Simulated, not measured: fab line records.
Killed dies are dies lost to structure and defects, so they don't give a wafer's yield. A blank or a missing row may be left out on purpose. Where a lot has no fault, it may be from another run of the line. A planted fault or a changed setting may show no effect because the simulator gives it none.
The same fault as seen by 2 desks -- flow n5 finfet -- every desk sees just its own numbers, and what lay behind them comes last

## THE METROLOGY DESK
Lot by lot, what the gauges showed, no matter which tool ran the lot: averages of those sampled wafers that carry a number. A lot is out of limits, marked OUT, if its mean lies more than 4 standard deviations from the usual mean; the brackets give that distance. It has 20 readings, of which 7 appear: the earliest out of limits, and the ones furthest out on some lot.
Columns: A = cd nm at N5_FIN_SAQP_CD_MEAS_31, usual 8.12 nm; B = cd nm at N5_FIN_SAQP_CD_MEAS_37, usual 8.15 nm; C = DIBL_N at N5_BEOL_M4_RC_MEAS_101, usual 36.4 mV/V; D = DIBL_P at N5_BEOL_M4_RC_MEAS_101, usual 36.6 mV/V; E = ION_N at N5_BEOL_M4_RC_MEAS_101, usual 671 uA/um; F = VT_N at N5_BEOL_M4_RC_MEAS_101, usual 250.1 mV; G = VT_N_LVT at N5_BEOL_M4_RC_MEAS_101, usual 98.8 mV
lot,first seen here,A,B,C,D,E,F,G
L153,day 2 00:34,8.05,8.14,35.6,35.0,675,249.9,99.0
L154,day 2 06:13,8.02,8.20,36.1,35.9,672,250.1,100.6
L157,day 3 01:04,8.16,7.89,35.6,35.3,666,250.3,99.0
L158,day 3 08:34,8.00,7.99,34.3,34.1,659,253.2,102.1
L159,day 3 12:49,8.10,8.09,35.8,35.6,669,251.1,99.7
L160,day 3 18:35,8.10,8.45,36.8,38.2,675,248.4,98.0
L161,day 4 01:06,8.12,8.15,35.9,36.6,673,248.8,98.7
L162,day 4 06:26,7.95,8.14,37.5,36.2,675,250.3,100.0
L165,day 5 02:35,8.28,7.93,36.7,35.3,678,245.9,96.6
L166,day 5 08:11,6.87 (-6.2) OUT,6.88 (-5.3) OUT,28.9 (-5.0) OUT,24.5 (-6.4) OUT,610 (-7.1) OUT,269.2 (+8.0) OUT,115.5 (+6.7) OUT
L167,day 5 13:08,8.09,8.08,35.9,35.1,667,249.2,97.8
L168,day 5 18:47,6.41 (-8.5) OUT,6.18 (-8.2) OUT,25.2 (-7.5) OUT,21.1 (-8.1) OUT,590 (-9.5) OUT,275.9 (+11) OUT,126.6 (+11) OUT
L169,day 6 01:30,4.30 (-19) OUT,4.25 (-16) OUT,14.1 (-15) OUT,5.5 (-16) OUT,493 (-21) OUT,305.4 (+23) OUT,157.2 (+23) OUT
L175,day 7 13:05,7.91,8.11,33.9,34.7,675,251.3,98.1
L176,day 7 18:05,8.19,8.19,37.5,37.6,680,248.1,96.7
This desk's verdict: out of limits on L166, L168, L169, starting with L166 at day 5 09:56 (cd nm at N5_FIN_SAQP_CD_MEAS_31). In limits: L153, L154, L157, L158, L159, L160, L161, L162, L165, L167, L175, L176.

## AT THE TOOL OWNER'S DESK: ald sin-03
The tool's own readings at N5_FIN_SAQP_SPACER2_ALD_28 (deposits SiO2, target thk 8.1 nm, pulse time 1 s, purge time 2 s): means of the sampled wafers that have a number, for each lot that ran on this tool. A lot is out of limits, marked OUT, if its mean lies more than 4 standard deviations from the usual mean; the brackets give that distance.
Columns: A = heater power w at N5_FIN_SAQP_SPACER2_ALD_28, usual 469 W; B = precursor pulse height rel at N5_FIN_SAQP_SPACER2_ALD_28, usual 1.002; C = susceptor temp C at N5_FIN_SAQP_SPACER2_ALD_28, usual 299.98 C
lot,first seen here,A,B,C
L154,day 2 07:14,472,1.003,299.83
L157,day 3 02:11,450,1.028,300.11
L158,day 3 09:38,456,1.005,300.01
L165,day 5 03:40,469,0.999,299.88
L166,day 5 09:24,440,0.998,299.92
L168,day 5 20:14,468,1.004,299.86
L169,day 6 02:43,429,1.002,300.12
This desk's finding: nothing out of limits on any of the 7 lots.

## BROUGHT TOGETHER
On L166, L168, L169, the metrology desk was in a position to raise an alarm at day 5 09:56.
Nothing out of limits was seen by the tool owner's desk.
On record at the tool owner's desk: L166, L168, L169, within its limits.
N5_FIN_SAQP_SPACER2_ALD_28 was run on ald sin-03 by each of the lots named.

## WHAT HAD BEEN PUT IN BY THE SIMULATOR
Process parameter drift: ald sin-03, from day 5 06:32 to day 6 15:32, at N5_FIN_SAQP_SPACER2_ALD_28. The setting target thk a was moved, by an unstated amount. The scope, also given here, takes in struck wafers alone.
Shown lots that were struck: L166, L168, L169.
Per desk, hours elapsed from the start of the fault to the first reading out of limits: for the metrology desk, 3.
